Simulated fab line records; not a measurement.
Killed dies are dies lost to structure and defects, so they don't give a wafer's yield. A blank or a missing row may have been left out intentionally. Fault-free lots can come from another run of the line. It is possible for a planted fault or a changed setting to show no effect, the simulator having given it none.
Chamber matching	flow nandHarc	NHARC_P_CONTACT_DESCUM_17 on rieDiel-06 has 4 sister chambers
The step chemistry O2, time 3 s. 8 wafers are shown with their chamber, then 8 later ones without.

## EACH WAFER AND ITS CHAMBER
wafer	chamber	drypumpMotorCurrentA (A)	rfVppV (V)
L077.5	2	4.8	58.3
L078.3	3	6.0	59.9
L079.1	1	5.8	58.5
L079.4	3	6.0	58.7
L079.5	1	5.7	57.0
L081.4	2	4.8	57.6
L081.5	0	5.8	57.7
L084.2	0	5.8	58.0

## WAFERS MISSING THEIR CHAMBER
wafer	drypumpMotorCurrentA (A)	rfVppV (V)
L084.3	4.8	59.2
L084.6	5.8	58.4
L090.2	5.8	58.7
L090.3	5.8	58.3
L090.6	5.8	58.7
L097.1	5.7	58.8
L097.3	5.7	57.6
L097.5	5.7	56.6

## EACH ONE'S CHAMBER
wafer	from the rows above	in truth
L084.3	2	2
L084.6	can't be placed: 0 or 1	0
L090.2	can't be placed: 0 or 1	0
L090.3	can't be placed: 0 or 1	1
L090.6	can't be placed: 0 or 1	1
L097.1	can't be placed: 1 or 0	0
L097.3	can't be placed: 1 or 0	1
L097.5	can't be placed: 1 or 0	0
Correctly placed: 1 of 8. Unplaceable from these rows: 7, with the true chamber sitting among the candidates in 7. 0 placed wrongly.
How it was worked out, from the rows above alone: a wafer's distance from a chamber is the root of the sum, over the readings, of the square of ((its reading less the chamber's mean) divided by the reading's scatter). If the next closest chamber is less than 2 further off than the closest, the wafer can't be placed; otherwise it belongs to the closest. Each chamber's mean is taken over the wafers shown for it. The scatter: the root of (the sum of the squares of (reading less its chamber's mean) over the shown wafers, divided by (wafers less chambers)).
